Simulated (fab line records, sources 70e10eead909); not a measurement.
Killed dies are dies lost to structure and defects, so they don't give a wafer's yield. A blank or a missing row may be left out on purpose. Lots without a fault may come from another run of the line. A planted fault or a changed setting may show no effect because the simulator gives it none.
fab line records | flow nand_harc | part 1 of 2: steps 1 to 4 of 6
record lots=24 wafers=72 last_day=33
route steps=1302 shown A_CHANNEL_FILL_D1@496 A_CHANNEL_HOLE_D2@597 A_CHANNEL_FILL_D2@628
lots that met no fault: from a run of the same line without faults
start_h: hours from the record's first day to the start of the lot's first wafer shown | wait_h: hours since the lot's step before | " the same as in the row above | L1.1+2: a row that stands for several wafers | - no value, or no start given | * or withheld: withheld | < > ~ a bound
route shown NAME@n: a module of which the file shows steps, and the number in the route of the first | usual: mean/standard deviation of fault-free wafers | same: alike in all rows | chamber/n: place in a boat | sites: the reading at each site | _std_site: their standard deviation | _edge_site: outer sites' mean less inner sites' | radius_mm: how far each site lies from the wafer's centre | mask NAME#n: copy n | behind: the tool/chamber that last shaped the wafer | hold: why the lot was held/for how many hours/how that ended | device: the transistor (n, p or np) that didn't switch | end of line: the same wafers' tests at the end of the route | a step without rows: its recipe alone | killed: dies lost to structure and defects at the first sort, not the wafer's yield | map: a wafer's dies, x killed, . not, _ none there
set.NAME: the setting as run; set.NAME@STEP: as run at that earlier step | model.NAME: the simulator's own value behind a step, which no gauge read
steps of the route over a sample of lots; a table a step, a row a wafer
services: from which hour (start_h, from the record's first day; less than 0 if before it) a tool's chamber was out of use, for how many hours, and why
## steps
# step NHARC_A_CHANNEL_FILL_D1_ALD_16
# recipe target_thk_a=15 pulse_time_s=10 ald_cycles=15 temp_c=300 material=SiO2
# usual heater_power_w=472/64 precursor_pulse_height_rel=0.999/0.021
# same pulse_time_s=10
# columns lot.wafer tool chamber start_h wait_h heater_power_w precursor_pulse_height_rel since_wet_clean_h
L074.3 ald_hk-03 1 203.75 0.0 462 1.009 156
L074.4 " 2 " " 603 1.013 156
L074.1 " 0 " " 452 0.968 157
L075.2 ald_hk-02 2 215.91 0.1 430 1.007 34
L075.3 " 0 " " 463 0.969 34
L075.6 " 2 " " 423 1.005 -
L076.3 ald_hk-03 2 229.35 0.0 576 0.910 4
L076.2 " 1 " " 449 0.958 4
L076.5 " 3 " " 456 1.039 -
L077.2 ald_hk-01 0 232.52 0.0 474 1.013 102
L077.5 " 0 " " 475 0.980 -
L077.6 " 1 " " 410 1.020 -
L079.1 ald_hk-02 3 247.99 0.1 597 1.010 66
L079.6 " 1 " " 395 1.062 -
L079.5 " 2 " " 420 1.005 -
L078.2 ald_hk-03 3 260.17 0.0 442 0.973 35
L078.3 " 0 " " 451 0.969 35
L078.6 " 0 " " 433 1.006 -
L080.1 ald_hk-01 2 266.25 0.6 450 0.978 136
L080.2 " 3 " " 534 0.951 136
L080.6 " 3 " " 524 1.026 -
L082.3 ald_hk-01 1 278.55 0.0 382 0.997 148
L082.1 " 0 " " 481 0.990 148
L082.6 " 2 " " 448 1.001 -
L081.1 ald_hk-02 0 278.57 0.1 485 1.021 97
L081.3 " 1 " " 395 0.994 97
L081.6 " 0 " " 480 0.990 -
L083.1 ald_hk-03 0 299.20 0.1 447 0.999 74
L083.6 " 3 " " 450 1.003 -
L083.5 " 0 " " 442 1.013 -
L084.2 ald_hk-02 1 303.03 0.0 401 1.008 121
L084.3 " 2 " " 431 0.995 121
L084.1 " 3 " " 603 1.005 121
L085.4 ald_hk-01 3 313.43 0.1 513 0.988 5
L085.1 " 1 " " 410 1.011 5
L085.6 " 2 " " 446 1.001 -
L086.4 ald_hk-03 1 333.13 0.0 474 1.011 108
L086.2 " 3 " " 460 1.014 108
L086.5 " 2 " " 611 0.983 -
L087.4 ald_hk-02 1 341.49 0.0 397 0.996 160
L087.2 " 3 " " 609 1.010 160
L087.1 " 0 " " 493 0.993 160
L090.1 ald_hk-01 0 351.37 0.1 442 0.980 43
L090.5 " 1 " " 410 0.988 -
L090.6 " 2 " " 446 1.012 -
L088.4 ald_hk-03 2 351.43 0.2 601 0.972 126
L088.3 " 3 " " 446 0.984 126
L088.6 " 2 " " 593 0.992 -
L089.2 ald_hk-01 1 351.45 0.2 413 1.001 43
L089.1 " 3 " " 500 0.977 43
L089.3 " 0 " " 435 1.008 43
L091.2 ald_hk-01 3 372.18 0.3 505 0.973 64
L091.6 " 2 " " 454 1.025 -
L091.5 " 3 " " 516 1.001 -
L092.4 ald_hk-03 3 385.80 0.1 449 1.005 160
L092.2 " 0 " " 450 1.022 160
L092.3 " 1 " " 460 1.026 160
L093.2 ald_hk-01 3 385.83 0.1 493 1.007 77
L093.1 " 0 " " 423 1.015 77
L093.5 " 1 " " 410 0.999 -
L094.2 ald_hk-02 3 393.70 0.1 617 0.991 34
L094.3 " 0 " " 477 1.011 34
L094.5 " 3 " " 609 1.026 -
L095.2 ald_hk-03 0 423.28 0.0 426 0.999 20
L095.1 " 2 " " 616 0.969 20
L095.3 " 3 " " 485 1.027 20
L096.4 ald_hk-02 0 429.08 0.0 474 0.998 69
L096.1 " 1 " " 403 0.989 69
L096.2 " 2 " " 444 1.019 69
L097.2 ald_hk-01 1 429.14 0.1 413 1.025 121
L097.4 " 2 " " 448 1.025 121
L097.6 " 0 " " 437 1.016 -
# step NHARC_A_CHANNEL_HOLE_D2_ETCH_25
# recipe bias_v=5000 source_w=withheld pressure_mtorr=20 time_s=1040.2 ar_flow_sccm=375 c4f8_flow_sccm=93.8 o2_flow_sccm=31.2 temp_c=-20 target_depth_a=15000 chemistry=C4F8/O2/Ar
# usual drypump_motor_current_A=5.8/0.35 o2_flow_sccm=31.20/0.089 showerhead_plenum_p_Torr=3.70/0.1 throttle_valve_pct=32.235/0.0088
# columns lot.wafer tool chamber start_h wait_h drypump_motor_current_A o2_flow_sccm rf_hours_counter_h showerhead_plenum_p_Torr throttle_valve_pct
L075.2 har_etch-02 0 319.23 0.7 5.7 31.33 359 3.57 32.251
L075.3 " 0 " " 5.7 31.19 - 3.57 32.247
L075.6 " 1 " " 5.4 31.27 - 3.74 32.230
L074.1 har_etch-01 0 322.26 0.7 5.7 31.24 159 3.68 32.229
L074.4 " 1 " " 6.3 31.18 - 3.68 32.233
L074.3 " 0 " " 5.7 31.08 - 3.68 32.226
L076.2 har_etch-01 0 330.41 0.6 5.7 31.24 167 3.68 32.248
L076.3 " 0 " " 5.7 31.15 - 3.68 32.224
L076.5 " 0 " " 5.7 31.11 - 3.68 32.230
L077.2 har_etch-01 1 334.57 0.6 6.4 31.19 171 3.68 32.234
L077.5 " 1 " " 6.3 31.20 - 3.68 32.241
L077.6 " 0 " " 5.7 31.09 - 3.68 32.228
L079.1 har_etch-01 0 343.05 0.7 5.7 31.17 179 3.67 32.244
L079.5 " 1 " " 6.3 31.21 - 3.67 32.234
L079.6 " 0 " " 5.7 31.28 - 3.67 32.238
L078.2 har_etch-02 1 357.60 0.6 5.4 31.46 373 3.72 32.230
L078.3 " 1 " " 5.4 31.23 - 3.72 32.223
L078.6 " 1 " " 5.4 31.36 - 3.72 32.239
L080.1 har_etch-01 0 360.51 0.6 5.7 31.20 190 3.67 32.231
L080.2 " 1 " " 6.4 31.28 190 3.67 32.226
L080.6 " 1 " " 6.4 31.26 - 3.67 32.242
L081.1 har_etch-01 1 373.44 0.6 6.3 31.14 198 3.66 32.231
L081.3 " 0 " " 5.7 31.21 - 3.66 32.235
L081.6 " 0 " " 5.7 31.23 - 3.66 32.254
L082.1 har_etch-02 1 373.91 0.7 5.4 31.15 385 3.71 32.241
L082.3 " 1 " " 5.4 31.11 - 3.71 32.223
L082.6 " 1 " " 5.4 31.20 - 3.71 32.228
L083.1 har_etch-01 1 401.09 0.7 6.3 31.18 209 3.66 32.232
L083.6 " 0 " " 5.7 31.19 - 3.66 32.223
L083.5 " 1 " " 6.3 31.12 - 3.66 32.245
L084.2 har_etch-02 1 402.08 0.6 5.4 31.31 7 3.71 32.234
L084.1 " 0 " " 5.7 31.06 7 3.92 32.228
L084.3 " 1 " " 5.4 31.23 - 3.71 32.238
L085.1 har_etch-02 1 413.53 0.7 5.4 31.28 14 3.70 32.239
L085.4 " 0 " " 5.7 31.11 - 3.92 32.236
L085.6 " 0 " " 5.7 31.26 - 3.92 32.255
L086.2 har_etch-01 1 430.14 0.7 6.4 30.96 225 3.65 32.233
L086.4 " 0 " " 5.7 31.30 - 3.65 32.227
L086.5 " 1 " " 6.3 31.06 - 3.65 32.228
L087.2 har_etch-02 1 433.19 0.6 5.4 31.41 22 3.70 32.237
L087.1 " 0 " " 5.7 31.16 22 3.92 32.229
L087.4 " 0 " " 5.7 31.09 - 3.92 32.231
L089.1 har_etch-02 0 441.51 0.6 5.7 31.12 26 3.91 32.243
L089.2 " 1 " " 5.4 31.07 26 3.70 32.228
L089.3 " 0 " " 5.7 31.14 - 3.91 32.244
L088.4 har_etch-01 1 442.62 0.7 6.3 31.07 - 3.64 32.238
L088.3 " 0 " " 5.7 31.22 - 3.65 32.233
L088.6 " 0 " " 5.7 31.37 - 3.64 32.232
L090.1 har_etch-01 1 453.15 0.6 6.4 31.09 236 3.64 32.243
L090.6 " 1 " " 6.4 31.14 - 3.64 32.233
L090.5 " 0 " " 5.7 31.04 - 3.64 32.234
L091.2 har_etch-02 0 467.66 0.6 5.7 31.12 41 3.90 32.233
L091.6 " 0 " " 5.7 31.16 - 3.90 32.243
L091.5 " 1 " " 5.4 31.29 - 3.69 32.217
L093.1 har_etch-02 0 476.38 0.6 5.7 31.13 49 3.90 32.245
L093.2 " 1 " " 5.4 31.25 49 3.69 32.233
L093.5 " 1 " " 5.4 31.35 - 3.69 32.234
L092.2 har_etch-02 0 480.56 0.6 5.7 31.08 53 3.90 32.230
L092.3 " 0 " " 5.7 31.09 - 3.90 32.236
L092.4 " 1 " " 5.4 31.21 - 3.68 32.229
L094.2 har_etch-01 1 490.61 0.7 6.3 31.26 266 3.63 32.219
L094.3 " 1 " " 6.4 31.15 - 3.63 32.231
L094.5 " 0 " " 5.7 31.10 - 3.63 32.252
L095.1 har_etch-01 0 517.36 0.7 5.7 31.10 282 3.62 32.234
L095.2 " 1 " " 6.4 31.11 282 3.62 32.246
L095.3 " 0 " " 5.7 31.16 - 3.62 32.223
L097.2 har_etch-01 0 532.27 0.7 5.7 31.20 285 3.62 32.224
L097.4 " 1 " " 6.4 31.10 - 3.62 32.241
L097.6 " 0 " " 5.7 31.18 - 3.62 32.229
L096.1 har_etch-02 0 532.55 0.6 5.7 31.27 83 3.88 32.226
L096.2 " 1 " " 5.4 31.30 83 3.67 32.231
L096.4 " 1 " " 5.4 31.21 - 3.67 32.241
# step NHARC_A_CHANNEL_HOLE_D2_ETCH_27
# recipe bias_v=400 source_w=2000 pressure_mtorr=25 time_s=90 ar_flow_sccm=375 c4f8_flow_sccm=41.7 o2_flow_sccm=83.3 temp_c=-20 target_depth_a=4000 chemistry=C4F8/O2/Ar
# usual drypump_motor_current_A=5.8/0.35 o2_flow_sccm=83.33/0.27 showerhead_plenum_p_Torr=3.74/0.1 throttle_valve_pct=27.620/0.009
# columns lot.wafer tool chamber start_h wait_h drypump_motor_current_A o2_flow_sccm rf_hours_counter_h showerhead_plenum_p_Torr throttle_valve_pct
L075.2 har_etch-02 0 320.19 0.2 5.7 83.28 359 3.61 27.614
L075.3 " 0 " " 5.7 83.33 - 3.61 27.638
L075.6 " 1 " " 5.4 83.13 - 3.78 27.624
L074.1 har_etch-01 0 323.23 0.2 5.7 83.26 160 3.73 27.621
L074.4 " 1 " " 6.4 83.63 - 3.73 27.602
L074.3 " 0 " " 5.7 82.93 - 3.73 27.597
L076.2 har_etch-01 0 331.49 0.2 5.7 83.46 168 3.72 27.618
L076.3 " 0 " " 5.7 83.58 - 3.72 27.620
L076.5 " 0 " " 5.7 83.43 - 3.72 27.616
L077.2 har_etch-01 1 335.66 0.2 6.3 83.16 172 3.72 27.632
L077.5 " 1 " " 6.3 83.73 - 3.72 27.625
L077.6 " 0 " " 5.7 82.79 - 3.72 27.631
L079.1 har_etch-01 0 344.02 0.2 5.7 83.26 180 3.72 27.618
L079.5 " 1 " " 6.3 83.48 - 3.72 27.629
L079.6 " 0 " " 5.7 83.24 - 3.72 27.617
L078.2 har_etch-02 1 358.69 0.2 5.4 83.05 374 3.76 27.610
L078.3 " 1 " " 5.4 83.21 - 3.76 27.619
L078.6 " 1 " " 5.4 83.09 - 3.76 27.634
L080.1 har_etch-01 0 361.58 0.2 5.7 83.27 191 3.71 27.611
L080.2 " 1 " " 6.4 83.41 191 3.71 27.610
L080.6 " 1 " " 6.3 83.57 - 3.71 27.637
L081.1 har_etch-01 1 374.52 0.2 6.3 83.19 199 3.71 27.625
L081.3 " 0 " " 5.7 82.97 - 3.71 27.622
L081.6 " 0 " " 5.7 83.44 - 3.71 27.619
L082.1 har_etch-02 1 374.87 0.2 5.4 83.63 386 3.76 27.618
L082.3 " 1 " " 5.4 83.44 - 3.76 27.618
L082.6 " 1 " " 5.4 83.17 - 3.76 27.613
L083.1 har_etch-01 1 402.06 0.2 6.3 83.57 210 3.70 27.627
L083.6 " 0 " " 5.7 83.43 - 3.70 27.629
L083.5 " 1 " " 6.3 82.88 - 3.70 27.619
L084.2 har_etch-02 1 403.16 0.2 5.4 83.48 7 3.75 27.617
L084.1 " 0 " " 5.7 83.41 7 3.98 27.609
L084.3 " 1 " " 5.4 83.66 - 3.75 27.622
L085.1 har_etch-02 1 414.50 0.2 5.4 83.04 15 3.75 27.620
L085.4 " 0 " " 5.7 83.74 - 3.97 27.615
L085.6 " 0 " " 5.7 83.60 - 3.97 27.618
L086.2 har_etch-01 1 431.11 0.2 6.4 83.02 226 3.69 27.612
L086.4 " 0 " " 5.7 83.21 - 3.69 27.616
L086.5 " 1 " " 6.4 82.90 - 3.69 27.607
L087.2 har_etch-02 1 434.26 0.2 5.4 83.58 23 3.74 27.622
L087.1 " 0 " " 5.7 83.74 23 3.97 27.622
L087.4 " 0 " " 5.7 83.37 - 3.97 27.608
L089.1 har_etch-02 0 442.58 0.2 5.7 83.32 27 3.96 27.626
L089.2 " 1 " " 5.4 83.92 27 3.74 27.616
L089.3 " 0 " " 5.7 82.99 - 3.97 27.620
L088.4 har_etch-01 1 443.47 0.2 6.3 83.34 - 3.69 27.639
L088.3 " 0 " " 5.7 82.76 - 3.69 27.619
L088.6 " 0 " " 5.7 83.04 - 3.69 27.620
L090.1 har_etch-01 1 454.23 0.2 6.3 83.02 237 3.69 27.635
L090.6 " 1 " " 6.3 83.19 - 3.68 27.611
L090.5 " 0 " " 5.7 83.45 - 3.69 27.612
L091.2 har_etch-02 0 468.73 0.2 5.7 83.31 42 3.96 27.621
L091.6 " 0 " " 5.7 83.64 - 3.96 27.641
L091.5 " 1 " " 5.4 83.58 - 3.73 27.625
L093.1 har_etch-02 0 477.46 0.2 5.7 82.96 50 3.95 27.603
L093.2 " 1 " " 5.4 83.07 50 3.73 27.629
L093.5 " 1 " " 5.4 83.19 - 3.73 27.624
L092.2 har_etch-02 0 481.66 0.2 5.7 83.12 54 3.95 27.622
L092.3 " 0 " " 5.7 83.43 - 3.95 27.622
L092.4 " 1 " " 5.4 83.64 - 3.73 27.616
L094.2 har_etch-01 1 491.57 0.2 6.3 83.12 267 3.67 27.614
L094.3 " 1 " " 6.3 83.02 - 3.67 27.625
L094.5 " 0 " " 5.7 83.23 - 3.67 27.626
L095.1 har_etch-01 0 518.44 0.2 5.7 83.25 282 3.66 27.612
L095.2 " 1 " " 6.3 82.91 282 3.66 27.632
L095.3 " 0 " " 5.7 82.65 - 3.66 27.607
L097.2 har_etch-01 0 533.24 0.2 5.7 83.23 286 3.66 27.610
L097.4 " 1 " " 6.3 83.63 - 3.66 27.631
L097.6 " 0 " " 5.7 83.28 - 3.66 27.617
L096.1 har_etch-02 0 533.62 0.2 5.7 83.34 84 3.93 27.623
L096.2 " 1 " " 5.4 83.92 84 3.71 27.624
L096.4 " 1 " " 5.4 83.39 - 3.71 27.630
# step NHARC_A_CHANNEL_FILL_D2_ETCHBACK_08
# recipe target_depth_a=2200 time_s=110 c4f8_flow_sccm=20 ar_flow_sccm=withheld rf_w=600 bias_w=300 chemistry=C4F8
# usual oes_product_au=0.95/0.036 rf_vpp_V=441/3
# columns lot.wafer tool chamber start_h wait_h oes_product_au rf_hours_counter_h rf_vpp_V
L075.3 rie_diel-10 3 - - 0.92 4 444
L075.2 " 1 " " 0.93 3 438
L075.6 " 3 " " 0.92 - 445
L074.1 rie_diel-10 2 - - 1.00 3 441
L074.3 " 3 " " 1.01 4 444
L074.4 " 2 " " 1.00 - 440
L076.2 rie_diel-10 2 - - 0.91 4 439
L076.3 " 3 " " 0.93 4 444
L076.5 " 1 " " 0.93 - 436
L077.2 rie_diel-10 3 - - 0.92 4 444
L077.6 " 0 " " 0.91 - 440
L077.5 " 1 " " 0.93 - 437
L079.1 rie_diel-10 0 - - 0.97 3 443
L079.5 " 1 " " 0.99 - 438
L079.6 " 2 " " 0.99 - 438
L078.2 rie_diel-06 3 - - 1.01 2 439
L078.3 " 0 " " 1.01 2 440
L078.6 " 2 " " 1.01 - 446
L080.2 rie_diel-10 2 - - 0.99 5 440
L080.1 " 3 " " 1.00 5 445
L080.6 " 1 " " 0.99 - 437
L082.3 rie_diel-10 2 - - 0.93 5 440
L082.1 " 0 " " 0.92 4 442
L082.6 " 1 " " 0.94 - 439
L081.1 rie_diel-13 0 - - 0.91 15 436
L081.3 " 1 " " 0.93 16 438
L081.6 " 3 " " 0.92 - 441
L083.1 rie_diel-10 3 - - 0.93 1 445
L083.6 " 1 " " 0.92 - 437
L083.5 " 2 " " 0.93 - 440
L084.1 rie_diel-10 3 - - 1.00 1 445
L084.3 " 0 " " 1.01 1 441
L084.2 " 1 " " 0.98 1 436
L085.1 rie_diel-10 3 - - 0.92 1 445
L085.4 " 1 " " 0.91 1 437
L085.6 " 2 " " 0.93 - 441
L087.1 rie_diel-10 3 - - 0.92 1 444
L087.4 " 0 " " 0.92 1 440
L087.2 " 1 " " 0.91 1 438
L086.4 rie_diel-06 1 - - 0.91 5 445
L086.2 " 2 " " 0.97 5 446
L086.5 " 1 " " 0.92 - 443
L088.3 rie_diel-10 1 - - 0.91 1 436
L088.4 " 2 " " 0.94 2 439
L088.6 " 0 " " 0.92 - 442
L089.1 rie_diel-13 0 - - 0.92 21 435
L089.2 " 1 " " 0.94 23 438
L089.3 " 3 " " 0.91 24 440
L090.1 rie_diel-10 2 - - 1.00 2 439
L090.6 " 2 " " 1.00 - 440
L090.5 " 3 " " 1.00 - 445
L091.2 rie_diel-06 1 - - 0.99 0 443
L091.6 " 0 " " 0.99 - 441
L091.5 " 1 " " 0.99 - 443
L092.4 rie_diel-06 0 - - 0.98 1 439
L092.3 " 1 " " 1.00 1 445
L092.2 " 2 " " 1.00 1 445
L093.1 rie_diel-06 0 - - 0.92 1 440
L093.2 " 2 " " 0.93 1 446
L093.5 " 0 " " 0.91 - 438
L094.2 rie_diel-10 1 - - 0.90 3 437
L094.3 " 0 " " 0.91 3 441
L094.5 " 2 " " 0.92 - 439
L095.1 rie_diel-06 1 - - 0.92 1 444
L095.3 " 2 " " 0.93 1 446
L095.2 " 3 " " 0.92 1 439
L096.2 rie_diel-10 0 - - 0.92 5 441
L096.1 " 3 " " 0.92 4 444
L096.4 " 0 " " 0.92 - 443
L097.2 rie_diel-06 1 - - 1.01 2 443
L097.4 " 3 " " 0.99 2 439
L097.6 " 1 " " 0.99 - 442
